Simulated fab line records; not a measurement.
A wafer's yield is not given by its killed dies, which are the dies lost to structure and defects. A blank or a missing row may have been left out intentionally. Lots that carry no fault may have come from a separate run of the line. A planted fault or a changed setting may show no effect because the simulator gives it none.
Split-lot trial -- flow n5Finfet -- 7 lots, 39 wafers read, on a route of 1938 steps

## SPLIT DETAILS
At N5_BEOL_M15_TRENCH_ETCH_34 (etches SiO2 in C4F8/O2/Ar, target depth 872.93 nm, time 199 s), the setting timeS was moved away from the recipe's 199 s on 12 of the 39 wafers read, by +26.4% to +34.2%. This setting was run at the recipe's value on the other wafers.

## FROM THE SPLIT TO THE READING: what the file shows between them, 7 steps
- N5_BEOL_M15_STRIP_36: strips in O2
- N5_BEOL_M15_ECD_47: material Cu, target thk 1860 nm
- N5_BEOL_M15_ANNEAL_48: time 90 s
- N5_BEOL_M15_CMP_49: polishes, stops on SiO2, t overpolish 4.9 s, target thk 850 nm
- N5_BEOL_M15_THK_MEAS_50: measures by xrf
- N5_BEOL_M15_PRE_CLEAN_52: time 15 s
- N5_BEOL_M15_DEP_53: deposits SiCN from 3MS/NH3, target thk 50 nm, time 17.8 s

## THE READING
M15_RS (ohm/sq), read at N5_BEOL_M15_RS_MEAS_54 with a four-point probe. On this fab line, fault-free wafers typically give 0.0216 ohm/sq with a standard deviation of 0.00035 ohm/sq.

wafer,"tool, chamber at the split","timeS as run, s",against the recipe,"M15_RS, ohm/sq",against lot-mates on the recipe
L074.1,"rieDiel-03, 2",267,+34.2%,0.0162,-0.0054
L074.2,"rieDiel-03, 3",199,recipe,0.0214,-
L074.3,"rieDiel-03, 0",199,recipe,0.0219,-
L074.4,"rieDiel-03, 1",267,+34.2%,0.0159,-0.0057
L074.5,"rieDiel-03, 0",267,+34.2%,0.0161,-0.0055
L074.6,"rieDiel-03, 1",199,recipe,0.0215,-
L076.1,"rieDiel-03, 0",199,recipe,0.0224,-
L076.2,"rieDiel-03, 1",199,recipe,0.0218,-
L076.3,"rieDiel-03, 3",199,recipe,0.0220,-
L076.4,"rieDiel-03, 2",199,recipe,0.0222,-
L076.5,"rieDiel-03, 3",199,recipe,0.0219,-
L076.6,"rieDiel-03, 2",199,recipe,0.0223,-
L077.1,"rieDiel-06, 2",199,recipe,0.0222,-
L077.2,"rieDiel-06, 3",261.8,+31.6%,0.0165,-0.0053
L077.3,"rieDiel-06, 0",261.8,+31.6%,0.0161,-0.0057
L077.4,"rieDiel-06, 1",199,recipe,0.0214,-
L077.5,"rieDiel-06, 0",261.8,+31.6%,0.0162,-0.0056
L077.6,"rieDiel-06, 3",199,recipe,0.0219,-
L078.1,"rieDiel-03, 2",199,recipe,0.0220,-
L078.2,"rieDiel-03, 3",199,recipe,0.0217,-
L078.5,"rieDiel-03, 3",199,recipe,0.0219,-
L091.1,"rieDiel-06, 0",199,recipe,0.0212,-
L091.2,"rieDiel-06, 3",262.2,+31.8%,0.0163,-0.0050
L091.3,"rieDiel-06, 2",199,recipe,0.0217,-
L091.4,"rieDiel-06, 1",262.2,+31.8%,0.0158,-0.0055
L091.5,"rieDiel-06, 0",262.2,+31.8%,0.0157,-0.0056
L091.6,"rieDiel-06, 1",199,recipe,0.0211,-
L093.1,"rieDiel-06, 3",199,recipe,0.0219,-
L093.2,"rieDiel-06, 0",199,recipe,0.0212,-
L093.3,"rieDiel-06, 1",199,recipe,0.0213,-
L093.4,"rieDiel-06, 2",199,recipe,0.0218,-
L093.5,"rieDiel-06, 0",199,recipe,0.0212,-
L093.6,"rieDiel-06, 3",199,recipe,0.0217,-
L095.1,"rieDiel-03, 3",251.5,+26.4%,0.0172,-0.0048
L095.2,"rieDiel-03, 0",251.5,+26.4%,0.0170,-0.0050
L095.3,"rieDiel-03, 2",199,recipe,0.0223,-
L095.4,"rieDiel-03, 1",199,recipe,0.0217,-
L095.5,"rieDiel-03, 0",251.5,+26.4%,0.0171,-0.0049
L095.6,"rieDiel-03, 3",199,recipe,0.0220,-

THE FIT
A straight line over all 39 wafers: M15_RS changes by -0.000175 ohm/sq for each +1% of timeS; r = -0.99; the points scatter about the line by 0.00035 ohm/sq.
The same after taking each lot's own level away (the mean of its wafers on the recipe; 39 wafers): -0.000172 ohm/sq for each +1%; r = -0.99; scatter 0.00028 ohm/sq.
On that fit, the largest move of timeS shifts the reading by 0.0059 ohm/sq.
The span of the lots' own levels, 0.02133 to 0.02210 ohm/sq, comes to 2.2 times the standard deviation stated above.
Consequently the slope shifts little with the lot-to-lot level, the two slopes agreeing.
Check: with one of the wafers moved furthest among these (+34.2%) left out of the fit, the line predicts -0.00593 ohm/sq for it against its lot-mates. It came out at -0.0054 ohm/sq against them.

## THESE WAFERS: OTHER SPLITS
Note: prior to the reading, these wafers also went through further splits. Each is held against what the fit with the lots' levels taken away leaves over:
other split on the same wafers,wafers away from the commonest value,r with M15_RS (lot level and that fit taken away)
N5_BEOL_M11_ILD_DEP_00 targetThkA,9,+0.14
N5_BEOL_M11_CVD_75 targetThkA,15,+0.06

## THE WHOLE CHAIN: every reading that the file lists as answering this split, in the file's order
step,what it does,reading,change (the file's fit),r (the file's)
N5_BEOL_M15_TRENCH_ETCH_34,"etches SiO2 in C4F8/O2/Ar, target depth 872.93 nm, time 199 s","etch.depthNm (the simulator's own value, which no gauge read)",+8.84 nm for each +1% of the setting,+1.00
N5_BEOL_M15_TRENCH_ETCH_34,"etches SiO2 in C4F8/O2/Ar, target depth 872.93 nm, time 199 s","coat_of_BEOL_M15_COAT_22.thkNm (the simulator's own value, which no gauge read)",-1.74 nm for each +1% of the setting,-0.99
N5_BEOL_M15_CMP_49,"polishes, stops on SiO2, t overpolish 4.9 s, target thk 850 nm","Cu_of_BEOL_M15_ECD_47.thkNm (the simulator's own value, which no gauge read)",+8.84 nm for each +1% of the setting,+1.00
N5_BEOL_M15_THK_MEAS_50,measures by xrf,M15_THK,+8.93 for each +1% of the setting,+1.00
N5_BEOL_M15_RS_MEAS_54,measures by four-point-probe,M15_RS,-0.000173 for each +1% of the setting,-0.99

## THE FILE'S OWN FIT
M15_RS changes by -0.000173 ohm/sq for each +1% of timeS, r = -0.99.
